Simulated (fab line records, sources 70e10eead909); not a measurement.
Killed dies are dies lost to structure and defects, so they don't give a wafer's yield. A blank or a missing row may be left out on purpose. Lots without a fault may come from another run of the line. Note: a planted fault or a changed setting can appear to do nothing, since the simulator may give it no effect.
Which tool was responsible? | flow nand-harc | 24 lots with 72 wafers sampled at 5 steps, on a route of 1302 steps

WHAT THE GAUGES SHOWED, per wafer
NHARC_P_M2_THK_MEAS_24: measures by xrf. Usual: 144.5 nm for thk-nm, sd 1.4.
lot  | measured     | on            | thk-nm (nm)       | flag
L074 | day 6 14:30  | film-metro-01 | 144.1 143.9 144.4 |
L075 | day 6 22:40  | film-metro-01 | 144.8 146.0 146.1 |
L076 | day 7 13:48  | film-metro-02 | 145.5 144.7 146.5 |
L077 | day 7 14:55  | film-metro-01 | 143.7 144.8 143.9 |
L078 | day 8 07:13  | film-metro-01 | 142.9 144.6 143.2 |
L079 | day 8 21:01  | film-metro-02 | 144.4 144.3 147.8 |
L080 | day 9 10:44  | film-metro-01 | 144.1 146.1 145.3 |
L081 | day 9 17:52  | film-metro-02 | 141.5 143.5 144.9 |
L082 | day 10 00:24 | film-metro-02 | 145.8 142.8 144.7 |
L083 | day 10 11:04 | film-metro-02 | 143.1 146.0 141.9 |
L084 | day 10 19:50 | film-metro-02 | 145.3 143.8 143.6 |
L085 | day 10 20:34 | film-metro-02 | 146.2 145.7 147.0 |
L086 | day 11 20:56 | film-metro-01 | 144.7 145.6 145.8 |
L087 | day 12 00:10 | film-metro-01 | 143.7 144.1 144.8 |
L088 | day 12 12:06 | film-metro-02 | 144.1 143.1 145.6 |
L089 | day 12 13:23 | film-metro-02 | 143.9 145.0 146.8 |
L090 | day 13 06:40 | film-metro-01 | 143.4 144.0 146.1 |
L091 | day 13 15:20 | film-metro-01 | 141.3 143.0 146.0 |
L092 | day 14 06:44 | film-metro-01 | 145.8 142.2 143.0 |
L093 | day 14 07:53 | film-metro-01 | 143.9 144.0 143.8 |
L094 | day 14 21:36 | film-metro-01 | 144.2 143.9 146.3 |
L095 | day 15 14:37 | film-metro-02 | 143.9 145.9 145.4 |
L096 | day 15 17:22 | film-metro-02 | 144.6 143.6 146.4 |
L097 | day 16 08:16 | film-metro-01 | 142.1 145.5 142.9 |

NHARC_P_BONDPAD_THK_MEAS_33: measures by ellipsometry. Usual: 200.2 nm for thk-nm, sd 1.6.
lot  | measured     | on            | thk-nm (nm)       | flag
L074 | day 6 15:51  | film-metro-02 | 199.4 198.1 198.6 |
L075 | day 7 00:04  | film-metro-02 | 199.8 199.4 200.1 |
L076 | day 7 15:11  | film-metro-01 | 201.2 200.2 199.6 |
L077 | day 7 16:17  | film-metro-01 | 200.4 200.0 199.7 |
L078 | day 8 08:35  | film-metro-01 | 200.6 200.1 201.9 |
L079 | day 8 22:26  | film-metro-02 | 199.2 199.6 196.6 |
L080 | day 9 12:08  | film-metro-02 | 198.8 199.4 197.6 |
L081 | day 9 19:15  | film-metro-02 | 199.5 200.3 200.4 |
L082 | day 10 02:00 | film-metro-02 | 200.7 200.4 199.3 |
L083 | day 10 12:26 | film-metro-02 | 199.7 200.6 197.5 |
L084 | day 10 21:12 | film-metro-02 | 198.0 199.9 198.9 |
L085 | day 10 21:55 | film-metro-02 | 199.1 202.1 200.1 |
L086 | day 11 22:18 | film-metro-02 | 198.3 199.1 197.1 |
L087 | day 12 01:32 | film-metro-01 | 201.8 198.3 199.5 |
L088 | day 12 13:27 | film-metro-01 | 199.5 198.7 200.2 |
L089 | day 12 14:44 | film-metro-01 | 201.3 203.0 201.2 |
L090 | day 13 08:04 | film-metro-02 | 201.8 201.6 199.4 |
L091 | day 13 16:49 | film-metro-02 | 199.2 201.1 198.9 |
L092 | day 14 08:07 | film-metro-01 | 203.7 200.6 202.5 |
L093 | day 14 09:14 | film-metro-01 | 201.6 201.4 199.2 |
L094 | day 14 22:58 | film-metro-02 | 199.8 199.5 201.3 |
L095 | day 15 16:01 | film-metro-02 | 201.3 202.2 203.1 |
L096 | day 15 18:56 | film-metro-02 | 202.6 202.4 202.6 |
L097 | day 16 09:50 | film-metro-02 | 200.4 202.3 203.3 |

NHARC_P_BONDPAD_OVL_MEAS_38. Usual: overlay-x-nm 0 nm, standard deviation 7; overlay-y-nm -1 nm, standard deviation 7.3.
lot  | measured     | on         | overlay-x-nm (nm) | overlay-y-nm (nm) | flag
L074 | day 6 16:30  | overlay-01 | -3 -3 -3          | 5 4 4             |
L075 | day 7 00:43  | overlay-01 | -2 -3 -2          | -5 -5 -5          |
L076 | day 7 15:51  | overlay-01 | 0 -1 0            | -6 -6 -6          |
L077 | day 7 16:56  | overlay-02 | -10 -10 -10       | 4 3 4             |
L078 | day 8 09:14  | overlay-01 | 0 0 0             | -7 -7 -7          |
L079 | day 8 22:58  | overlay-01 | -2 -2 -2          | -10 -9 -9         |
L080 | day 9 12:47  | overlay-02 | 0 0 0             | 2 2 2             |
L081 | day 9 19:55  | overlay-02 | 0 0 0             | 0 0 0             |
L082 | day 10 02:40 | overlay-02 | -4 -4 -4          | 12 11 11          |
L083 | day 10 12:58 | overlay-01 | -9 -9 -9          | -8 -8 -8          |
L084 | day 10 21:51 | overlay-02 | 0 0 0             | 14 13 14          |
L085 | day 10 22:34 | overlay-02 | -11 -10 -10       | -8 -8 -8          |
L086 | day 11 22:58 | overlay-02 | 14 13 14          | -2 -2 -3          |
L087 | day 12 02:04 | overlay-02 | -6 -6 -6          | 0 0 0             |
L088 | day 12 13:59 | overlay-01 | 13 13 14          | 6 7 6             |
L089 | day 12 15:23 | overlay-02 | 1 1 1             | 2 2 1             |
L090 | day 13 08:43 | overlay-01 | 4 4 4             | 0 1 0             |
L091 | day 13 17:28 | overlay-01 | 0 0 1             | -19 -19 -19       |
L092 | day 14 08:47 | overlay-01 | 10 10 10          | -8 -8 -8          |
L093 | day 14 09:46 | overlay-01 | 1 1 1             | -3 -3 -2          |
L094 | day 14 23:37 | overlay-01 | 4 3 3             | 2 2 2             |
L095 | day 15 16:32 | overlay-02 | 2 2 2             | 8 8 8             |
L096 | day 15 19:28 | overlay-02 | -12 -12 -12       | 7 8 7             |
L097 | day 16 10:22 | overlay-01 | 14 12 13          | -5 -5 -5          |

NHARC_P_BONDPAD_INSPECT_23. Usual: 327 for raw-defect-count, sd 130.
lot  | measured     | on                | raw-defect-count | flag
L074 | day 6 19:13  | defect-inspect-01 | 252 246 228      |
L075 | day 7 03:23  | defect-inspect-01 | 317 354 386      |
L076 | day 7 18:31  | defect-inspect-01 | 335 453 504      |
L077 | day 7 19:37  | defect-inspect-01 | 243 406 727      |
L078 | day 8 11:58  | defect-inspect-01 | 326 183 152      |
L079 | day 9 01:38  | defect-inspect-01 | 478 421 248      |
L080 | day 9 15:29  | defect-inspect-02 | 466 294 245      |
L081 | day 9 22:35  | defect-inspect-01 | 334 233 509      |
L082 | day 10 05:21 | defect-inspect-01 | 291 630 786      |
L083 | day 10 15:43 | defect-inspect-01 | 335 286 308      |
L084 | day 11 00:38 | defect-inspect-02 | 517 264 362      |
L085 | day 11 01:19 | defect-inspect-02 | 308 308 219      |
L086 | day 12 01:38 | defect-inspect-02 | 214 224 226      |
L087 | day 12 04:46 | defect-inspect-01 | 321 438 478      |
L088 | day 12 16:39 | defect-inspect-01 | 259 690 253      |
L089 | day 12 18:04 | defect-inspect-01 | 227 249 246      |
L090 | day 13 11:30 | defect-inspect-02 | 248 212 151      |
L091 | day 13 20:14 | defect-inspect-02 | 323 309 414      |
L092 | day 14 11:28 | defect-inspect-01 | 392 295 416      |
L093 | day 14 12:29 | defect-inspect-02 | 263 190 219      |
L094 | day 15 02:25 | defect-inspect-02 | 257 317 207      |
L095 | day 15 19:16 | defect-inspect-01 | 408 281 349      |
L096 | day 15 22:13 | defect-inspect-01 | 371 447 479      |
L097 | day 16 13:13 | defect-inspect-02 | 276 259 230      |

TOOL THAT RAN EACH LOT (tool first, then ch and the chambers of the sampled wafers, then the start)
lot  | NHARC_P_BONDPAD_DEP_00
L074 | pecvd-04 ch 1,2, day 6 15:51 or earlier
L075 | pecvd-01 ch 1,2, day 6 23:28
L076 | pecvd-01 ch 0,1,2, day 7 14:34
L077 | pecvd-04 ch 1,2, day 7 15:38
L078 | pecvd-01 ch 0,1,2, day 8 07:58
L079 | pecvd-01 ch 1,2, day 8 21:46
L080 | pecvd-04 ch 1,2, day 9 11:28
L081 | pecvd-01 ch 0,2, day 9 19:15 or earlier
L082 | pecvd-02 ch 0,1, day 10 01:23
L083 | pecvd-01 ch 0,1, day 10 11:47
L084 | pecvd-01 ch 0,1,2, day 10 21:12 or earlier
L085 | pecvd-04 ch 0,1,2, day 10 21:55 or earlier
L086 | pecvd-04 ch 0,1, day 11 21:39
L087 | pecvd-02 ch 0,2, day 12 00:53
L088 | pecvd-02 ch 0,1, day 12 13:27 or earlier
L089 | pecvd-01 ch 0,1,2, day 12 14:44 or earlier
L090 | pecvd-02 ch 0,2, day 13 07:24
L091 | pecvd-01 ch 0,1,2, day 13 16:15
L092 | pecvd-02 ch 0,1,2, day 14 07:27
L093 | pecvd-04 ch 0,1,2, day 14 08:34
L094 | pecvd-02 ch 0,1, day 14 22:22
L095 | pecvd-02 ch 0,2, day 15 15:21
L096 | pecvd-04 ch 0,1, day 15 18:17
L097 | pecvd-04 ch 0,2, day 16 09:50 or earlier
- NHARC_P_BONDPAD_DEP_00: deposits SiCN, target thk 250 nm.

AS READ BY THE TOOLS THEMSELVES (means over the sampled wafers that have a number; for cases with no such wafer, the mark the record gives instead)
NHARC_P_BONDPAD_DEP_00. Usual: 547 W for heater-power-w, sd 83.
lot  | tool     | heater-power-w (W) | flag
L074 | pecvd-04 | 465                |
L075 | pecvd-01 | 488                |
L076 | pecvd-01 | 567                |
L077 | pecvd-04 | 510                |
L078 | pecvd-01 | 547                |
L079 | pecvd-01 | 483                |
L080 | pecvd-04 | 547                |
L081 | pecvd-01 | 605                |
L082 | pecvd-02 | 614                |
L083 | pecvd-01 | 554                |
L084 | pecvd-01 | 536                |
L085 | pecvd-04 | 525                |
L086 | pecvd-04 | 577                |
L087 | pecvd-02 | 599                |
L088 | pecvd-02 | 597                |
L089 | pecvd-01 | 506                |
L090 | pecvd-02 | 590                |
L091 | pecvd-01 | 570                |
L092 | pecvd-02 | 556                |
L093 | pecvd-04 | 511                |
L094 | pecvd-02 | 600                |
L095 | pecvd-02 | 654                |
L096 | pecvd-04 | 555                |
L097 | pecvd-04 | 499                |

THE ANSWER, worked out from the rows above alone
Rule: take the mean of a lot's wafers that have a number; if it is more than 3 standard deviations from the usual mean, the lot is off. A lot without any number at a reading at which 4 lots or more have one is off too. All remaining lots with rows at the step are treated as sound. After the gauges, taken in route order, come the tools' own readings; for these a lot's mean is taken, as printed above. At the first step where some lot is off, the reading lying furthest off is the one used; lots without a number count as furthest.
No lot is off at any reading shown: from this, nothing can be told.

WHAT HAD BEEN PUT IN BY THE SIMULATOR
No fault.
